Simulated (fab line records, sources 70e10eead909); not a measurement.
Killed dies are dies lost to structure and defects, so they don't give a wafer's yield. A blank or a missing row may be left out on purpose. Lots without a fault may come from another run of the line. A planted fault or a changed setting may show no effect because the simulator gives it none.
fab line records | flow nand_harc
record lots=6 wafers=18 last_day=25
route steps=1159 shown A_ONON_D1@428 END@1159
lots that met no fault: from a run of the same line without faults
start_h: hours from the record's first day to the start of the lot's first wafer shown | wait_h: hours since the lot's step before | " the same as in the row above | L1.1+2: a row that stands for several wafers | - no value, or no start given | * or withheld: withheld | < > ~ a bound
route shown NAME@n: a module of which the file shows steps, and the number in the route of the first | usual: mean/standard deviation of fault-free wafers | same: alike in all rows | chamber/n: place in a boat | sites: the reading at each site | _std_site: their standard deviation | _edge_site: outer sites' mean less inner sites' | radius_mm: how far each site lies from the wafer's centre | mask NAME#n: copy n | behind: the tool/chamber that last shaped the wafer | hold: why the lot was held/for how many hours/how that ended | device: the transistor (n, p or np) that didn't switch | end of line: the same wafers' tests at the end of the route | a step without rows: its recipe alone | killed: dies lost to structure and defects at the first sort, not the wafer's yield | map: a wafer's dies, x killed, . not, _ none there
set.NAME: the setting as run; set.NAME@STEP: as run at that earlier step | model.NAME: the simulator's own value behind a step, which no gauge read
lots at some steps of the route; a table a step, a row a wafer
services: from which hour (start_h, from the record's first day; less than 0 if before it) a tool's chamber was out of use, for how many hours, and why
## steps
# step NHARC_A_ONON_D1_DEP_06
# recipe target_thk_a=10000 n2_flow_sccm=2750 n2o_flow_sccm=2000 nh3_flow_sccm=500 sih4_flow_sccm=210 temp_c=400
# step NHARC_A_ONON_D1_THK_MEAS_08
# recipe thk_meas_gauge=ellipsometry
# usual thk_nm=997/12
# columns lot.wafer tool chamber start_h wait_h thk_nm
L514.2 film_metro-02 - 171.44 - 1001
L514.3 " - " " 1001
L514.4 " - " " 1000
L513.3 film_metro-02 - 171.48 - 993
L513.5 " - " " 992
L513.6 " - " " 991
L519.1 film_metro-02 - 197.93 - 1003
L519.5 " - " " 1002
L519.6 " - " " 1003
L525.2 film_metro-01 - 238.68 - 994
L525.4 " - " " 995
L525.6 " - " " 993
L532.1 film_metro-01 - 284.95 - 991
L532.2 " - " " 993
L532.6 " - " " 992
L534.1 film_metro-02 - 292.36 - 995
L534.2 " - " " 995
L534.4 " - " " 995
# step NHARC_A_ONON_D1_DEP_09
# recipe target_thk_a=10000 n2_flow_sccm=2750 n2o_flow_sccm=2000 nh3_flow_sccm=500 sih4_flow_sccm=210 temp_c=400
# step NHARC_A_ONON_D1_THK_MEAS_11
# recipe thk_meas_gauge=ellipsometry
# usual thk_nm=999/11
# columns lot.wafer tool chamber start_h wait_h thk_nm
L514.2 film_metro-01 - 172.00 - 987
L514.3 " - " " 987
L514.4 " - " " 986
L513.3 film_metro-01 - 172.05 - 982
L513.5 " - " " 982
L513.6 " - " " 983
L519.1 film_metro-01 - 198.50 - 1004
L519.5 " - " " 1006
L519.6 " - " " 1004
L525.2 film_metro-01 - 239.40 - 1008
L525.4 " - " " 1007
L525.6 " - " " 1009
L532.1 film_metro-02 - 285.51 - 1016
L532.2 " - " " 1016
L532.6 " - " " 1015
L534.1 film_metro-01 - 292.95 - 973
L534.2 " - " " 972
L534.4 " - " " 974
# step NHARC_A_ONON_D1_DEP_12
# recipe target_thk_a=10000 n2_flow_sccm=2750 n2o_flow_sccm=2000 nh3_flow_sccm=500 sih4_flow_sccm=210 temp_c=400
# step NHARC_A_ONON_D1_THK_MEAS_14
# recipe thk_meas_gauge=ellipsometry
# usual thk_nm=999/9.1
# columns lot.wafer tool chamber start_h wait_h thk_nm
L514.2 film_metro-01 - 172.57 - 988
L514.3 " - " " 987
L514.4 " - " " 987
L513.3 film_metro-01 - 172.63 - 982
L513.5 " - " " 982
L513.6 " - " " 981
L519.1 film_metro-02 - 199.07 - 989
L519.5 " - " " 986
L519.6 " - " " 989
L525.2 film_metro-01 - 240.11 - 996
L525.4 " - " " 996
L525.6 " - " " 995
L532.1 film_metro-01 - 286.09 - 998
L532.2 " - " " 997
L532.6 " - " " 997
L534.1 film_metro-02 - 293.52 - 996
L534.2 " - " " 995
L534.4 " - " " 997
# step NHARC_A_ONON_D1_ANNEAL_15
# recipe temp_c=750 time_s=3600
# step NHARC_A_ONON_D1_DEP_16
# recipe target_thk_a=10000 n2_flow_sccm=2750 n2o_flow_sccm=2000 nh3_flow_sccm=500 sih4_flow_sccm=210 temp_c=400
# step NHARC_A_ONON_D1_THK_MEAS_18
# recipe thk_meas_gauge=ellipsometry
# usual thk_nm=1001/10
# columns lot.wafer tool chamber start_h wait_h thk_nm
L514.2 film_metro-01 - 179.62 - 1008
L514.3 " - " " 1006
L514.4 " - " " 1008
L513.3 film_metro-01 - 179.64 - 1013
L513.5 " - " " 1013
L513.6 " - " " 1013
L519.1 film_metro-02 - 206.22 - 995
L519.5 " - " " 995
L519.6 " - " " 994
L525.2 film_metro-01 - 248.62 - 1001
L525.4 " - " " 999
L525.6 " - " " 998
L532.1 film_metro-02 - 293.88 - 997
L532.2 " - " " 1000
L532.6 " - " " 1000
L534.1 film_metro-02 - 302.87 - 1009
L534.2 " - " " 1009
L534.4 " - " " 1009
# step NHARC_A_ONON_D1_DEP_19
# recipe target_thk_a=10000 n2_flow_sccm=2750 n2o_flow_sccm=2000 nh3_flow_sccm=500 sih4_flow_sccm=210 temp_c=400
# step NHARC_A_ONON_D1_THK_MEAS_21
# recipe thk_meas_gauge=ellipsometry
# usual thk_nm=999/12
# columns lot.wafer tool chamber start_h wait_h thk_nm
L514.2 film_metro-01 - 180.19 - 991
L514.3 " - " " 993
L514.4 " - " " 989
L513.3 film_metro-01 - 180.45 - 1006
L513.5 " - " " 1006
L513.6 " - " " 1008
L519.1 film_metro-01 - 206.79 - 1015
L519.5 " - " " 1016
L519.6 " - " " 1017
L525.2 film_metro-02 - 249.32 - 989
L525.4 " - " " 990
L525.6 " - " " 988
L532.1 film_metro-01 - 294.47 - 979
L532.2 " - " " 978
L532.6 " - " " 978
L534.1 film_metro-02 - 303.93 - 1000
L534.2 " - " " 1000
L534.4 " - " " 1000
# step NHARC_A_ONON_D1_DEP_22
# recipe target_thk_a=10000 n2_flow_sccm=2750 n2o_flow_sccm=2000 nh3_flow_sccm=500 sih4_flow_sccm=210 temp_c=400
# usual n2_flow_sccm=2750/8.2
# columns lot.wafer tool chamber start_h wait_h n2_flow_sccm
L514.2 pecvd_onon-04 0 180.34 0.2 2736
L514.3 " 0 " " 2738
L514.4 " 0 " " 2736
L513.3 pecvd_onon-03 0 180.72 0.3 2757
L513.5 " 0 " " 2750
L513.6 " 0 " " 2759
L519.1 pecvd_onon-04 0 206.85 0.1 2748
L519.5 " 0 " " 2748
L519.6 " 0 " " 2753
L525.2 pecvd_onon-02 0 249.57 0.2 2753
L525.4 " 0 " " 2762
L525.6 " 0 " " 2771
L532.1 pecvd_onon-04 0 294.53 0.1 2746
L532.2 " 0 " " 2765
L532.6 " 0 " " 2763
L534.1 pecvd_onon-04 0 304.48 0.5 2749
L534.2 " 0 " " 2746
L534.4 " 0 " " 2758
# step NHARC_A_ONON_D1_THK_MEAS_24
# recipe thk_meas_gauge=ellipsometry
# usual thk_nm=1002/8.8
# columns lot.wafer tool chamber start_h wait_h thk_nm
L514.2 film_metro-01 - 180.80 - 991
L514.3 " - " " 991
L514.4 " - " " 993
L513.3 film_metro-01 - 181.11 - 1010
L513.5 " - " " 1012
L513.6 " - " " 1011
L519.1 film_metro-02 - 207.36 - 1029
L519.5 " - " " 1027
L519.6 " - " " 1024
L525.2 film_metro-02 - 250.02 - 1002
L525.4 " - " " 1004
L525.6 " - " " 1004
L532.1 film_metro-01 - 295.04 - 1773
L532.2 " - " " 1774
L532.6 " - " " 1773
L534.1 film_metro-02 - 304.98 - 1760
L534.2 " - " " 1760
L534.4 " - " " 1759
# step NHARC_A_ONON_D1_DEP_25
# recipe target_thk_a=10000 n2_flow_sccm=2750 n2o_flow_sccm=2000 nh3_flow_sccm=500 sih4_flow_sccm=210 temp_c=400
# step NHARC_END_SORT_01
# recipe temp_c=25
# usual killed_at_array=28/8.6 killed_at_other=0.7/1.2 killed_at_periphery=3.1/2.3 killed_dies=32/8.7 killed_open=3.2/1.7 killed_short=2.0/1.5
# same gross_dies=677
# columns lot.wafer tool chamber start_h wait_h killed_at_array killed_at_other killed_at_periphery killed_dies killed_open killed_short
L532.1 prober-01 0 570.58 2.5 674 0 3 677 2 1
L532.2 prober-01 0 571.39 2.8 676 0 1 677 4 1
L532.6 prober-01 0 574.60 4.0 676 0 1 677 4 1
L534.1 prober-01 0 590.23 2.5 673 0 4 677 3 1
L534.2 prober-01 0 591.04 2.8 674 0 3 677 1 1
L534.4 prober-01 0 592.66 3.4 673 1 3 677 0 2
# killed by level:class
L532.1 A_ONON_D1:area_dep=649 A_CHANNEL_HOLE_D1:chamber_film_flake=20 A_STAIRCASE:chamber_film_flake=2 P_CONTACT:geometric_particle:open=1 P_M1:geometric_particle:short=1 A_SGD_CUT:geometric_particle:open=1 P_M2:chamber_film_flake=1 A_ZERO_WELL:chamber_film_flake=1
L532.2 A_ONON_D1:area_dep=645 A_CHANNEL_HOLE_D1:chamber_film_flake=24 A_STAIRCASE:chamber_film_flake=2 P_GATE:geometric_particle:open=1 A_SOURCE_PLATE:geometric_particle:open=1 A_CHANNEL_FILL_D1:geometric_particle:short=1 A_SGD_CUT:geometric_particle:open=1 A_CONTACT:geometric_particle:open=1
L532.6 A_ONON_D1:area_dep=643 A_CHANNEL_HOLE_D1:chamber_film_flake=27 A_WL_FILL:geometric_particle:open=2 A_STAIRCASE:chamber_film_flake=2 P_M1:geometric_particle:open=1 A_CHANNEL_HOLE_D1:geometric_particle:open=1 A_WL_FILL:geometric_particle:short=1
L534.1 A_ONON_D1:area_dep=653 A_CHANNEL_HOLE_D1:chamber_film_flake=8 A_SLIT:chamber_film_flake=3 A_CONTACT:chamber_film_flake=3 P_M0:chamber_film_flake=2 A_STAIRCASE:chamber_film_flake=2 P_M0:geometric_particle:open=1 A_ONON_D1:geometric_particle:open=1
L534.2 A_ONON_D1:area_dep=656 A_CHANNEL_HOLE_D1:chamber_film_flake=7 A_CONTACT:chamber_film_flake=7 P_M0:chamber_film_flake=2 A_SLIT:chamber_film_flake=2 A_ONON_D1:geometric_particle:open=1 A_CHANNEL_FILL_D1:geometric_particle:short=1 P_ZERO_WELL:chamber_film_flake=1
L534.4 A_ONON_D1:area_dep=653 A_CHANNEL_HOLE_D1:chamber_film_flake=7 A_SLIT:chamber_film_flake=7 A_CONTACT:chamber_film_flake=4 P_M2:chamber_film_flake=2 A_ONON_D1:geometric_particle:short=1 STARTING-WAFER:geometric_particle:short=1 P_ZERO_WELL:chamber_film_flake=1
# map L532.1 (x killed, . not)
____________x____________
_________xxxxxxx_________
_______xxxxxxxxxxx_______
______xxxxxxxxxxxxx______
_____xxxxxxxxxxxxxxx_____
____xxxxxxxxxxxxxxxxx____
____xxxxxxxxxxxxxxxxx____
___xxxxxxxxxxxxxxxxxxx___
___xxxxxxxxxxxxxxxxxxx___
__xxxxxxxxxxxxxxxxxxxxx__
__xxxxxxxxxxxxxxxxxxxxx__
_xxxxxxxxxxxxxxxxxxxxxxx_
_xxxxxxxxxxxxxxxxxxxxxxx_
_xxxxxxxxxxxxxxxxxxxxxxx_
_xxxxxxxxxxxxxxxxxxxxxxx_
_xxxxxxxxxxxxxxxxxxxxxxx_
xxxxxxxxxxxxxxxxxxxxxxxxx
xxxxxxxxxxxxxxxxxxxxxxxxx
xxxxxxxxxxxxxxxxxxxxxxxxx
xxxxxxxxxxxxxxxxxxxxxxxxx
xxxxxxxxxxxxxxxxxxxxxxxxx
_xxxxxxxxxxxxxxxxxxxxxxx_
_xxxxxxxxxxxxxxxxxxxxxxx_
_xxxxxxxxxxxxxxxxxxxxxxx_
_xxxxxxxxxxxxxxxxxxxxxxx_
_xxxxxxxxxxxxxxxxxxxxxxx_
__xxxxxxxxxxxxxxxxxxxxx__
__xxxxxxxxxxxxxxxxxxxxx__
___xxxxxxxxxxxxxxxxxxx___
___xxxxxxxxxxxxxxxxxxx___
____xxxxxxxxxxxxxxxxx____
____xxxxxxxxxxxxxxxxx____
_____xxxxxxxxxxxxxxx_____
______xxxxxxxxxxxxx______
_______xxxxxxxxxxx_______
_________xxxxxxx_________
____________x____________
# map L534.1 (x killed, . not)
____________x____________
_________xxxxxxx_________
_______xxxxxxxxxxx_______
______xxxxxxxxxxxxx______
_____xxxxxxxxxxxxxxx_____
____xxxxxxxxxxxxxxxxx____
____xxxxxxxxxxxxxxxxx____
___xxxxxxxxxxxxxxxxxxx___
___xxxxxxxxxxxxxxxxxxx___
__xxxxxxxxxxxxxxxxxxxxx__
__xxxxxxxxxxxxxxxxxxxxx__
_xxxxxxxxxxxxxxxxxxxxxxx_
_xxxxxxxxxxxxxxxxxxxxxxx_
_xxxxxxxxxxxxxxxxxxxxxxx_
_xxxxxxxxxxxxxxxxxxxxxxx_
_xxxxxxxxxxxxxxxxxxxxxxx_
xxxxxxxxxxxxxxxxxxxxxxxxx
xxxxxxxxxxxxxxxxxxxxxxxxx
xxxxxxxxxxxxxxxxxxxxxxxxx
xxxxxxxxxxxxxxxxxxxxxxxxx
xxxxxxxxxxxxxxxxxxxxxxxxx
_xxxxxxxxxxxxxxxxxxxxxxx_
_xxxxxxxxxxxxxxxxxxxxxxx_
_xxxxxxxxxxxxxxxxxxxxxxx_
_xxxxxxxxxxxxxxxxxxxxxxx_
_xxxxxxxxxxxxxxxxxxxxxxx_
__xxxxxxxxxxxxxxxxxxxxx__
__xxxxxxxxxxxxxxxxxxxxx__
___xxxxxxxxxxxxxxxxxxx___
___xxxxxxxxxxxxxxxxxxx___
____xxxxxxxxxxxxxxxxx____
____xxxxxxxxxxxxxxxxx____
_____xxxxxxxxxxxxxxx_____
______xxxxxxxxxxxxx______
_______xxxxxxxxxxx_______
_________xxxxxxx_________
____________x____________
## services
# columns tool chamber start_h hours kind
pecvd_onon-03 - 220.43 0.0 repair
pecvd_onon-04 - 237.25 13.0 pm
pecvd_onon-02 - 292.20 13.0 pm
pecvd_onon-03 - 301.78 4.3 repair
## key
first_sign step=NHARC_A_ONON_D1_THK_MEAS_24 reading=thk_nm direction=up sigmas=87 usual=1002 struck=1766
effect step=NHARC_END_SORT_01 reading=killed_at_array direction=up sigmas=75 usual=28 struck=674
more_kills_born_at NHARC_A_ONON_D1_DEP_22@pecvd_onon-04=3899
met_at NHARC_A_ONON_D1_DEP_22
struck_wafers L532.1,L532.2,L532.6,L534.1,L534.2,L534.4
later_rows_left_out L532.1,L532.2,L532.6,L534.1,L534.2,L534.4
tester_left_out L532,L534
onset_between 206.85 294.53
also_fits time
fault kind=process_parameter_drift tool=pecvd_onon-04 chamber=- onset_h=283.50 steps=NHARC_A_ONON_D1_DEP_22 channel=target_thk_a offset=* shape=step end_h=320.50 acts_in=* stated=*
# tester_left_out: of these lots the tester's yield and bins aren't shown, on N5 and GAA mostly nor the transistor test; their killed dies are dies lost to structure and defects alone, not to doping, threshold or leakage, so they don't give the yield
# later_rows_left_out: the simulator's readings of these wafers behind a module that went badly wrong aren't trusted and aren't shown, but for the sort
